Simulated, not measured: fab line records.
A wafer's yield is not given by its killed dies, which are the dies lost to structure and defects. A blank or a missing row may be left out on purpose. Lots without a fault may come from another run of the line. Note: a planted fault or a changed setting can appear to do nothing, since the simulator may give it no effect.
Matching of chambers | flow n5_finfet | cvd_co-02 running N5_BEOL_M5_CO_CAP_78: 3 sister chambers
The step material Co, precursor CCTBA/H2, target thk 2 nm, time 102.1 s. 3 wafers are shown with their chamber, then 12 later ones without.

WAFERS, EACH WITH ITS CHAMBER
wafer  | chamber | heater_power_outer_w (W)
L089.1 | 0       | 136
L089.2 | 2       | 117
L089.3 | 1       | 134

WAFERS WITHOUT THEIR CHAMBER
wafer  | heater_power_outer_w (W)
L090.1 | 136
L090.3 | 137
L090.5 | 119
L095.2 | 136
L095.5 | 138
L095.6 | 133
L094.3 | 115
L094.4 | 114
L094.6 | 137
L097.2 | 136
L097.4 | 117
L097.6 | 135

WHICH CHAMBER EACH ONE RAN IN
wafer  | from the rows above     | in truth
L090.1 | can't be placed: 0 or 1 | 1
L090.3 | can't be placed: 0 or 1 | 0
L090.5 | 2                       | 2
L095.2 | can't be placed: 0 or 1 | 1
L095.5 | can't be placed: 0 or 1 | 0
L095.6 | can't be placed: 1 or 0 | 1
L094.3 | 2                       | 2
L094.4 | 2                       | 2
L094.6 | can't be placed: 0 or 1 | 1
L097.2 | can't be placed: 0 or 1 | 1
L097.4 | 2                       | 2
L097.6 | can't be placed: 0 or 1 | 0
Correctly placed: 4 of 12. These rows do not allow placing 8 (true chamber among the candidates in 8). Placed wrongly: 0.
How it was worked out, from the rows above alone: a wafer's distance from a chamber is the root of the sum, over the readings, of the square of ((its reading less the chamber's mean) divided by the reading's scatter). If the next closest chamber is less than 2 further off than the closest, the wafer can't be placed; otherwise it belongs to the closest. For every chamber, the mean is computed from those of its wafers that are shown. The scatter: root of mean squared gap, hidden wafer to nearest shown wafer, with one shown wafer a chamber.
